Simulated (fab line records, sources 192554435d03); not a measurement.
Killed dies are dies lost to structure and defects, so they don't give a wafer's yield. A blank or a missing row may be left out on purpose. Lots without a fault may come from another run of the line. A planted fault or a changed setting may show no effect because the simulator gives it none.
Which tool did it? | flow n5_finfet | 24 lots, 72 wafers sampled, at 5 steps of a route of 1938

WHAT THE GAUGES READ, wafer by wafer
N5_BEOL_M2_RS_MEAS_58: measures by four-point-probe.
lot  | measured     | on            | M2_RS (ohm/sq)
L074 | day 6 23:25  | film_metro-01 | 0.74 0.66 0.65
L075 | day 7 10:59  | film_metro-01 | 0.61 0.63 0.60
L076 | day 7 11:13  | film_metro-02 | 0.69 0.69 0.69
L077 | day 7 13:03  | film_metro-02 | 0.65 0.70 0.71
L078 | day 8 02:32  | film_metro-02 | 0.73 0.68 0.68
L079 | day 8 04:32  | film_metro-02 | 0.69 0.71 0.74
L080 | day 8 16:35  | film_metro-01 | 0.68 0.66 0.68
L081 | day 8 21:30  | film_metro-01 | 0.71 0.70 0.71
L082 | day 9 02:26  | film_metro-01 | 0.70 0.65 0.62
L083 | day 9 04:13  | film_metro-02 | 0.62 0.68 0.63
L084 | day 9 06:12  | film_metro-01 | 0.68 0.67 0.66
L085 | day 9 09:07  | film_metro-01 | 0.69 0.66 0.74
L086 | day 10 09:08 | film_metro-02 | 0.67 0.75 0.73
L089 | day 10 19:47 | film_metro-02 | 0.65 0.66 0.67
L087 | day 10 20:01 | film_metro-01 | 0.64 0.65 0.63
L088 | day 10 21:52 | film_metro-01 | 0.67 0.71 0.65
L090 | day 11 00:49 | film_metro-02 | 0.73 0.68 0.69
L091 | day 11 00:58 | film_metro-02 | 0.66 0.69 0.69
L092 | day 11 07:04 | film_metro-01 | 0.63 0.66 0.61
L093 | day 12 00:01 | film_metro-01 | 0.68 0.63 0.67
L094 | day 12 19:12 | film_metro-01 | 0.63 0.62 0.62
L096 | day 12 21:19 | film_metro-01 | 0.66 0.64 0.67
L097 | day 13 14:46 | film_metro-01 | 0.74 0.64 0.63
L095 | day 14 02:31 | film_metro-01 | 0.64 0.67 0.66

N5_BEOL_M3_INSPECT_13: inspects for defects (brightfield).
lot  | measured     | on                | raw_defect_count
L074 | day 7 00:57  | defect_inspect-02 | 386 349 383
L075 | day 7 12:19  | defect_inspect-01 | 422 347 264
L076 | day 7 12:36  | defect_inspect-01 | 361 520 371
L077 | day 7 13:45  | defect_inspect-01 | 331 412 378
L078 | day 8 03:14  | defect_inspect-02 | 527 416 668
L079 | day 8 05:22  | defect_inspect-01 | 768 595 524
L080 | day 8 17:30  | defect_inspect-01 | 321 441 424
L081 | day 8 23:07  | defect_inspect-01 | 315 338 380
L082 | day 9 03:52  | defect_inspect-02 | 380 290 294
L083 | day 9 05:48  | defect_inspect-02 | 369 316 367
L084 | day 9 08:46  | defect_inspect-01 | 363 361 381
L085 | day 9 10:10  | defect_inspect-01 | 398 449 309
L086 | day 10 10:38 | defect_inspect-01 | 395 342 295
L089 | day 10 21:21 | defect_inspect-02 | 434 352 528
L087 | day 10 21:26 | defect_inspect-02 | 440 498 603
L088 | day 11 00:04 | defect_inspect-01 | 391 388 309
L090 | day 11 03:07 | defect_inspect-01 | 298 336 369
L091 | day 11 03:09 | defect_inspect-01 | 283 455 328
L092 | day 11 09:26 | defect_inspect-01 | 425 431 284
L093 | day 12 01:36 | defect_inspect-02 | 339 627 611
L094 | day 12 21:25 | defect_inspect-02 | 350 410 460
L096 | day 12 22:16 | defect_inspect-01 | 324 541 335
L097 | day 13 15:28 | defect_inspect-01 | 329 352 254
L095 | day 14 03:53 | defect_inspect-02 | 495 492 360

WHICH TOOL RAN EACH LOT (tool, then ch and the chambers of the sampled wafers, then the start)
lot  | N5_BEOL_M2_PRE_CLEAN_45      | N5_BEOL_M2_ANNEAL_87         | N5_BEOL_M2_SPUTTER_88
L074 | pvd_sputter-01, day 6 17:23  | pvd_sputter-02, day 6 18:47  | pvd_sputter-02, day 6 18:55
L075 | pvd_sputter-01, day 7 06:40  | pvd_sputter-03, day 7 07:59  | pvd_sputter-03, day 7 08:07
L076 | pvd_sputter-01, day 7 06:45  | pvd_sputter-01, day 7 08:07  | pvd_sputter-01, day 7 08:15
L077 | pvd_sputter-03, day 7 06:47  | pvd_sputter-02, day 7 09:46  | pvd_sputter-02, day 7 09:54
L078 | pvd_sputter-03, day 7 17:41  | pvd_sputter-03, day 7 19:01  | pvd_sputter-03, day 7 19:09
L079 | pvd_sputter-01, day 7 19:29  | pvd_sputter-02, day 7 20:44  | pvd_sputter-02, day 7 20:53
L080 | pvd_sputter-02, day 8 11:38  | pvd_sputter-01, day 8 12:55  | pvd_sputter-01, day 8 13:04
L081 | pvd_sputter-03, day 8 17:55  | pvd_sputter-02, day 8 19:26  | pvd_sputter-02, day 8 19:34
L082 | pvd_sputter-02, day 8 22:53  | pvd_sputter-02, day 9 00:22  | pvd_sputter-02, day 9 00:31
L083 | pvd_sputter-02, day 8 22:58  | pvd_sputter-03, day 9 02:09  | pvd_sputter-03, day 9 02:17
L084 | pvd_sputter-01, day 9 02:47  | pvd_sputter-03, day 9 04:05  | pvd_sputter-03, day 9 04:14
L085 | pvd_sputter-03, day 9 05:43  | pvd_sputter-02, day 9 07:02  | pvd_sputter-02, day 9 07:11
L086 | pvd_sputter-01, day 10 05:43 | pvd_sputter-01, day 10 07:04 | pvd_sputter-01, day 10 07:13
L089 | pvd_sputter-03, day 10 16:17 | pvd_sputter-01, day 10 17:43 | pvd_sputter-01, day 10 17:51
L087 | pvd_sputter-03, day 10 16:24 | pvd_sputter-03, day 10 17:55 | pvd_sputter-03, day 10 18:04
L088 | pvd_sputter-01, day 10 16:47 | pvd_sputter-02, day 10 19:29 | pvd_sputter-02, day 10 19:38
L090 | pvd_sputter-02, day 10 21:08 | pvd_sputter-02, day 10 22:38 | pvd_sputter-02, day 10 22:46
L091 | pvd_sputter-02, day 10 21:13 | pvd_sputter-01, day 10 22:50 | pvd_sputter-01, day 10 22:59
L092 | pvd_sputter-01, day 11 03:44 | pvd_sputter-02, day 11 04:59 | pvd_sputter-02, day 11 05:08
L093 | pvd_sputter-01, day 11 20:34 | pvd_sputter-03, day 11 21:56 | pvd_sputter-03, day 11 22:05
L094 | pvd_sputter-01, day 12 15:42 | pvd_sputter-03, day 12 17:02 | pvd_sputter-03, day 12 17:11
L096 | pvd_sputter-01, day 12 18:00 | pvd_sputter-03, day 12 19:15 | pvd_sputter-03, day 12 19:23
L097 | pvd_sputter-01, day 13 11:16 | pvd_sputter-02, day 13 12:40 | pvd_sputter-02, day 13 12:48
L095 | pvd_sputter-02, day 13 22:47 | pvd_sputter-02, day 14 00:25 | pvd_sputter-02, day 14 00:34
- N5_BEOL_M2_PRE_CLEAN_45: time 30 s.
- N5_BEOL_M2_ANNEAL_87: time 240 s.
- N5_BEOL_M2_SPUTTER_88: material Cu, target thk 4.5 nm, time 8.29 s.

WHAT THE TOOLS THEMSELVES READ (means of the sampled wafers that have a number; where no wafer has one, the mark that the record gives instead)
N5_BEOL_M2_PRE_CLEAN_45.
lot  | tool           | heater_power_w (W) | susceptor_temp_C (C)
L074 | pvd_sputter-01 | 316                | 250.05
L075 | pvd_sputter-01 | 317                | 250.04
L076 | pvd_sputter-01 | 320                | 249.94
L077 | pvd_sputter-03 | 354                | 249.94
L078 | pvd_sputter-03 | 354                | 250.00
L079 | pvd_sputter-01 | 322                | 250.11
L080 | pvd_sputter-02 | 311                | 250.06
L081 | pvd_sputter-03 | 391                | 249.90
L082 | pvd_sputter-02 | 327                | 249.97
L083 | pvd_sputter-02 | 333                | 249.84
L084 | pvd_sputter-01 | 318                | 250.08
L085 | pvd_sputter-03 | 370                | 250.03
L086 | pvd_sputter-01 | 317                | 250.08
L089 | pvd_sputter-03 | 353                | 250.07
L087 | pvd_sputter-03 | 334                | 249.93
L088 | pvd_sputter-01 | 317                | 249.98
L090 | pvd_sputter-02 | 345                | 250.12
L091 | pvd_sputter-02 | 334                | 249.95
L092 | pvd_sputter-01 | 330                | 250.08
L093 | pvd_sputter-01 | 319                | 249.89
L094 | pvd_sputter-01 | 325                | 249.95
L096 | pvd_sputter-01 | 317                | 250.12
L097 | pvd_sputter-01 | 328                | 250.00
L095 | pvd_sputter-02 | 332                | 249.76

N5_BEOL_M2_ANNEAL_87.
lot  | tool           | heater_power_w (W) | susceptor_temp_C (C)
L074 | pvd_sputter-02 | 821                | 400.12
L075 | pvd_sputter-03 | 871                | 399.93
L076 | pvd_sputter-01 | 805                | 399.97
L077 | pvd_sputter-02 | 831                | 400.27
L078 | pvd_sputter-03 | 905                | 399.87
L079 | pvd_sputter-02 | 778                | 399.87
L080 | pvd_sputter-01 | 795                | 400.00
L081 | pvd_sputter-02 | 822                | 399.80
L082 | pvd_sputter-02 | 783                | 399.80
L083 | pvd_sputter-03 | 952                | 399.94
L084 | pvd_sputter-03 | 912                | 400.04
L085 | pvd_sputter-02 | 866                | 399.98
L086 | pvd_sputter-01 | 813                | 400.06
L089 | pvd_sputter-01 | 812                | 400.11
L087 | pvd_sputter-03 | 829                | 399.99
L088 | pvd_sputter-02 | 831                | 399.59
L090 | pvd_sputter-02 | 774                | 400.09
L091 | pvd_sputter-01 | 789                | 399.95
L092 | pvd_sputter-02 | 764                | 399.91
L093 | pvd_sputter-03 | 917                | 399.88
L094 | pvd_sputter-03 | 904                | 399.85
L096 | pvd_sputter-03 | 792                | 399.98
L097 | pvd_sputter-02 | 792                | 400.18
L095 | pvd_sputter-02 | 829                | 399.98

N5_BEOL_M2_SPUTTER_88.
lot  | tool           | susceptor_temp_C (C) | throttle_valve_pct (%)
L074 | pvd_sputter-02 | -20.04               | 30.7
L075 | pvd_sputter-03 | -19.94               | 29.6
L076 | pvd_sputter-01 | -20.02               | 31.5
L077 | pvd_sputter-02 | -19.96               | 31.1
L078 | pvd_sputter-03 | -20.08               | 28.5
L079 | pvd_sputter-02 | -19.94               | 30.7
L080 | pvd_sputter-01 | -19.93               | 31.5
L081 | pvd_sputter-02 | -19.99               | 30.0
L082 | pvd_sputter-02 | -20.12               | 30.5
L083 | pvd_sputter-03 | -20.09               | 28.5
L084 | pvd_sputter-03 | -19.90               | 28.5
L085 | pvd_sputter-02 | -19.98               | 30.0
L086 | pvd_sputter-01 | -19.91               | 31.1
L089 | pvd_sputter-01 | -20.14               | 31.8
L087 | pvd_sputter-03 | -19.97               | 29.8
L088 | pvd_sputter-02 | -20.11               | 30.6
L090 | pvd_sputter-02 | -19.98               | 30.7
L091 | pvd_sputter-01 | -19.93               | 31.4
L092 | pvd_sputter-02 | -20.05               | 30.5
L093 | pvd_sputter-03 | -19.89               | 28.5
L094 | pvd_sputter-03 | -20.03               | 29.3
L096 | pvd_sputter-03 | -20.02               | 29.2
L097 | pvd_sputter-02 | -20.05               | 30.9
L095 | pvd_sputter-02 | -20.01               | 30.5

THE ANSWER, worked out from the rows above alone
Rule: what is usual is taken from the lots themselves. Put in order of their means at a reading, lots are off if they are a third of the lots or fewer, leave a main group of 4 or more, and stand apart from it by a gap of 3 or more times the standard deviation of the main group's means; of several such gaps the widest counts. A main group whose means are all the same, to the digits that the tables above print for the reading, isn't used. A lot without any number at a reading at which 4 lots or more have one is off too. The other lots that the step has rows for count as sound. The gauges are gone through in route order, then the tools' own readings, and for those a lot's mean is taken as printed above. The first step at which some lot is off is used, and at that step the reading that is off furthest; a lot without a number counts as furthest.
No lot is off at any reading shown: from this, nothing can be told.

WHAT THE SIMULATOR HAD PUT IN
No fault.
